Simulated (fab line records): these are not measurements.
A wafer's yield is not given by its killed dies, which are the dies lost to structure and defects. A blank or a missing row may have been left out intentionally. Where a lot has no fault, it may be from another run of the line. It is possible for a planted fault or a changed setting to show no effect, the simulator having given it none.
Chamber matching ; flow nand-harc ; NHARC_P_GATE_ETCH_104 on rie-diel-11: 4 sister chambers
The step etches the open film in CF4/CHF3, target depth 60 nm. 8 wafers are shown with their chamber, then 7 later ones without.

== WAFERS, EACH WITH ITS CHAMBER ==
wafer;chamber;showerhead-plenum-p-Torr (Torr);rf-vpp-V (V)
L077.5;3;1.63;374.0
L081.5;1;1.66;373.8
L083.5;2;1.48;367.8
L086.2;2;1.48;367.5
L086.3;0;1.60;372.0
L086.4;1;1.65;373.2
L092.2;0;1.60;370.6
L092.3;3;1.62;373.2

== WAFERS WITHOUT THEIR CHAMBER ==
wafer;showerhead-plenum-p-Torr (Torr);rf-vpp-V (V)
L092.5;1.65;373.6
L093.4;1.47;365.8
L093.5;1.47;367.2
L093.6;1.62;373.0
L096.3;1.60;372.1
L096.5;1.62;372.6
L096.6;1.60;370.8

== THE CHAMBER EACH PASSED THROUGH ==
wafer;from the rows above;in truth
L092.5;1;1
L093.4;2;2
L093.5;2;2
L093.6;3;3
L096.3;0;0
L096.5;3;3
L096.6;0;0
7 of 7 placed correctly. From these rows, 0 cannot be placed. Wrongly placed: 0.
How it was worked out, from the rows above alone: a wafer's distance from a chamber is the root of the sum, over the readings, of the square of ((its reading less the chamber's mean) divided by the reading's scatter). If the next closest chamber is less than 2 further off than the closest, the wafer can't be placed; otherwise it belongs to the closest. For every chamber, the mean is computed from those of its wafers that are shown. The scatter: take each reading less its chamber's mean, square it, sum over the shown wafers, divide by the number of wafers less the number of chambers, and take the root.
